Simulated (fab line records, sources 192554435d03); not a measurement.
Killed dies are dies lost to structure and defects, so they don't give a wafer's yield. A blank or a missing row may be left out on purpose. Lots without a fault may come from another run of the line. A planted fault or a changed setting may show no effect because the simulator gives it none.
Chamber matching | flow n5_finfet | N5_BEOL_M4_ETCH_70 on rie_diel-05: 4 sister chambers
The step etches SOC in N2/H2, target depth 80 nm, overetch 24 nm, time 130 s. 8 wafers are shown with their chamber, then 7 later ones without.

WAFERS WITH THEIR CHAMBER
wafer  | chamber | throttle_valve_pct (%) | showerhead_plenum_p_Torr (Torr)
L086.2 | 2       | 18.02                  | 2.63
L086.5 | 1       | 17.57                  | 2.47
L076.3 | 0       | 17.71                  | 2.56
L076.6 | 0       | 17.68                  | 2.56
L088.2 | 2       | 18.03                  | 2.62
L088.6 | 3       | 17.37                  | 2.47
L093.2 | 1       | 17.58                  | 2.46
L093.4 | 3       | 17.38                  | 2.46

WAFERS WITHOUT THEIR CHAMBER
wafer  | throttle_valve_pct (%) | showerhead_plenum_p_Torr (Torr)
L093.6 | 17.38                  | 2.46
L094.1 | 18.04                  | 2.62
L094.3 | 17.39                  | 2.46
L094.4 | 17.60                  | 2.46
L097.1 | 17.37                  | 2.46
L097.5 | 17.59                  | 2.46
L097.6 | 17.72                  | 2.56

WHICH CHAMBER EACH WENT THROUGH
wafer  | from the rows above | in truth
L093.6 | 3                   | 3
L094.1 | 2                   | 2
L094.3 | 3                   | 3
L094.4 | 1                   | 1
L097.1 | 3                   | 3
L097.5 | 1                   | 1
L097.6 | 0                   | 0
Placed correctly: 7 of 7. Can't be placed from these rows: 0. Placed wrongly: 0.
How it was worked out, from the rows above alone: a wafer's distance from a chamber is the root of the sum, over the readings, of the square of ((its reading less the chamber's mean) divided by the reading's scatter). The wafer belongs to the nearest chamber; if the next one is less than 2 further off, it can't be placed. A chamber's mean is the mean of its shown wafers. The scatter: the root of (the sum of the squares of (reading less its chamber's mean) over the shown wafers, divided by (wafers less chambers)).
